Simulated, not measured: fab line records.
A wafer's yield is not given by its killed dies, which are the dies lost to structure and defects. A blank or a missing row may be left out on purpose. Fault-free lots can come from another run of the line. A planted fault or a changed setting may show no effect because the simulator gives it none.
Check for tools in common | flow nand harc | Lots sampled 14, wafers sampled 48

REASON FOR OPENING
Flagged at NHARC_A_ONON_D2_THK_MEAS_27: reading thk nm, on 2 of 14 lots. No-fault wafers: 1004 nm, standard deviation 10.
Rule: a lot is flagged when every wafer of it that has a number lies more than 4 standard deviations from that mean, or none has a number. As for the other lots, they are considered sound.

lot  | measured     | on            | thk nm (nm), wafer by wafer | flag
L201 | day 12 23:28 | film metro-01 | 992 991 993                 |
L200 | day 12 23:35 | film metro-02 | 1007 1008 1007              |
L202 | day 13 19:13 | film metro-02 | 984 984 984                 |
L204 | day 14 08:37 | film metro-02 | 994 996 996                 |
L205 | day 14 17:58 | film metro-02 | 987 989 987                 |
L207 | day 15 15:16 | film metro-01 | 1017 1018 1016              |
L208 | day 16 06:59 | film metro-01 | 1002 1004 1003              |
L210 | day 16 13:21 | film metro-01 | 999 998 997                 |
L214 | day 18 21:47 | film metro-02 | 938 936 937 937 936 938     | FLAGGED
L215 | day 19 11:37 | film metro-01 | 937 938 939 938 937 938     | FLAGGED
L222 | day 21 16:32 | film metro-01 | 1006 1004 1005              |
L220 | day 21 16:41 | film metro-02 | 997 994 995                 |
L221 | day 21 16:54 | film metro-02 | 1006 1010 1008              |
L223 | day 22 09:41 | film metro-01 | 1019 1018 1018              |
Average over the flagged lots: 937 nm; offset from the usual -67 nm, equal to -7 standard deviations.

TOOL THAT RAN EACH LOT
The record holds 1 process step before the reading, out of a route of 1302 steps. In each cell: the tool, then ch and the chambers that the sampled wafers went through, then the start.
lot  | flag    | NHARC_A_ONON_D2_DEP_25
L201 |         | pecvd onon-02 ch 0, day 12 23:00
L200 |         | pecvd onon-04 ch 0, day 12 23:08
L202 |         | pecvd onon-03 ch 0, day 13 18:46
L204 |         | pecvd onon-03 ch 0, day 14 08:13
L205 |         | pecvd onon-02 ch 0, day 14 17:25
L207 |         | pecvd onon-02 ch 0, day 15 14:45
L208 |         | pecvd onon-04 ch 0, day 16 06:32
L210 |         | pecvd onon-04 ch 0, day 16 12:50
L214 | FLAGGED | pecvd onon-04 ch 0, day 18 21:16
L215 | FLAGGED | pecvd onon-04 ch 0, day 19 11:16
L222 |         | pecvd onon-03 ch 0, day 21 16:08
L220 |         | pecvd onon-02 ch 0, day 21 16:10
L221 |         | pecvd onon-03 ch 0, day 21 16:26
L223 |         | pecvd onon-02 ch 0, day 22 09:10
These steps, and what they do:
- NHARC_A_ONON_D2_DEP_25: target thk 1000 nm.
- NHARC_A_ONON_D2_THK_MEAS_27: measures by ellipsometry.

FLAGGED OVER TOTAL, TOOL BY TOOL (the gauges that took the reading come last)
step                        | tool          | lots run | flagged | share of the flagged lots | sound lots run after its first flagged lot
NHARC_A_ONON_D2_DEP_25      | pecvd onon-02 | 5        | 0       | none                      | -
NHARC_A_ONON_D2_DEP_25      | pecvd onon-03 | 4        | 0       | none                      | -
NHARC_A_ONON_D2_DEP_25      | pecvd onon-04 | 5        | 2       | all                       | 0
NHARC_A_ONON_D2_THK_MEAS_27 | film metro-01 | 7        | 1       | some                      | 2 (L222,L223)
NHARC_A_ONON_D2_THK_MEAS_27 | film metro-02 | 7        | 1       | some                      | 2 (L220,L221)

WHAT IS ALLOWED BY THE TABLE
1 row of the table ran every flagged lot: pecvd onon-04 at NHARC_A_ONON_D2_DEP_25.
- pecvd onon-04 at NHARC_A_ONON_D2_DEP_25 ran 5 lots, 2 of them flagged. It ran its last sound lot, L210, at day 16 12:50 and its first flagged lot, L214, at day 18 21:16: a fault with its onset between the two fits.
Left over: one tool, pecvd onon-04 at NHARC_A_ONON_D2_DEP_25.

WHAT WAS PUT IN BY THE SIMULATOR
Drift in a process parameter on pecvd onon-04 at NHARC_A_ONON_D2_DEP_25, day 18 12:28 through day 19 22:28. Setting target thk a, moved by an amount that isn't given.
Lots struck among those shown: L214, L215. The rule given above showed the same thing.
